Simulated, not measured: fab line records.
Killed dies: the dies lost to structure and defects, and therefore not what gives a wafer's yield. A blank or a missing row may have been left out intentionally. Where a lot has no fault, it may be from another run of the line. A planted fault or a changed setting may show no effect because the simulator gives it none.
One fault seen from 3 desks ; flow n5-finfet ; each desk has only its own numbers; what lay behind them comes last

== THE TOOL OWNER'S DESK: rie-diel-06 ==
The tool's own readings at N5_BEOL_M11_ETCH_66 (etches SOC in N2/H2, target depth 120 nm, overetch 24 nm, time 180 s): means of the sampled wafers that have a number, for each lot that ran on this tool. Marked OUT: a lot whose mean sits more than 4 standard deviations from the usual mean, which makes it out of limits; the brackets give that distance.
Columns: A = drypump-motor-current-A at N5_BEOL_M11_ETCH_66, usual 5.7 A; B = oes-product-au at N5_BEOL_M11_ETCH_66, usual 0.65 a.u.; C = rf-vpp-V at N5_BEOL_M11_ETCH_66, usual 523.9 V; D = run-length-s at N5_BEOL_M11_ETCH_66, usual 203.5 s; E = showerhead-plenum-p-Torr at N5_BEOL_M11_ETCH_66, usual 2.54 Torr; F = throttle-valve-pct at N5_BEOL_M11_ETCH_66, usual 17.72 %
lot;first seen here;A;B;C;D;E;F
L304;day 10 16:46;5.4;0.65;523.8;203.6;2.55;17.90
L312;day 13 12:52;5.7;0.90;524.8;165.0 (-99 or more) OUT;2.58;17.57
L314;day 13 16:04;5.8;0.73;521.5;177.8 (-86) OUT;2.43;17.53
This desk finds L312, L314 out of limits, L312 being first, at day 13 12:52 (run-length-s at N5_BEOL_M11_ETCH_66). L304: within limits.

== THE METROLOGY DESK ==
What the gauges read, lot by lot, whatever tool the lot ran on: means of the sampled wafers that have a number. Marked OUT: a lot whose mean sits more than 4 standard deviations from the usual mean, which makes it out of limits; the brackets give that distance.
Columns: A = cd-nm at N5_BEOL_M11_CD_MEAS_28, usual 70.2 nm; B = V10_OVL at N5_BEOL_M11_OVL_MEAS_29, usual -0.5 nm
lot;first seen here;A;B
L303;day 10 12:47;69.0;-0.4
L304;day 10 16:35;69.7;-0.7
L312;day 13 12:39;72.2;-0.2
L314;day 13 15:53;69.7;-0.6
L325;day 16 01:55;71.5;-0.2
L322;day 16 05:31;69.5;-0.0
Finding of this desk: none of the 6 lots has anything out of limits.

== THE DEFECT DESK ==
Lot by lot, what the route's inspections counted, given as the mean of those sampled wafers with a number. Marked OUT: a lot whose mean sits more than 4 standard deviations from the usual mean, which makes it out of limits; the brackets give that distance.
Columns: A = raw-defect-count at N5_BEOL_M11_INSPECT_30, usual 427
lot;first seen here;A
L303;day 10 12:50;308
L304;day 10 16:38;373
L312;day 13 12:42;491
L314;day 13 15:56;333
L325;day 16 01:59;379
L322;day 16 05:34;444
Finding of this desk: none of the 6 lots has anything out of limits.

== TAKEN TOGETHER ==
An alarm could have come from the tool owner's desk at day 13 12:52, on L312, L314.
Nothing out of limits was seen by the metrology desk.
No out-of-limits result turned up at the defect desk.
The metrology desk holds a record of L312, L314, inside its limits.
The defect desk has L312, L314 on record, within its limits.
N5_BEOL_M11_ETCH_66 was run on rie-diel-06 by each of the lots named.

== WHAT THE SIMULATOR PUT IN ==
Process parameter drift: rie-diel-06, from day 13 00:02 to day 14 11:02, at N5_BEOL_M11_ETCH_66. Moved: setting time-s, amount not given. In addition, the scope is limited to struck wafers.
Lots struck among those shown: L312, L314.
Time in hours from fault onset to the first out-of-limits reading at each desk: the tool owner's desk, 13.
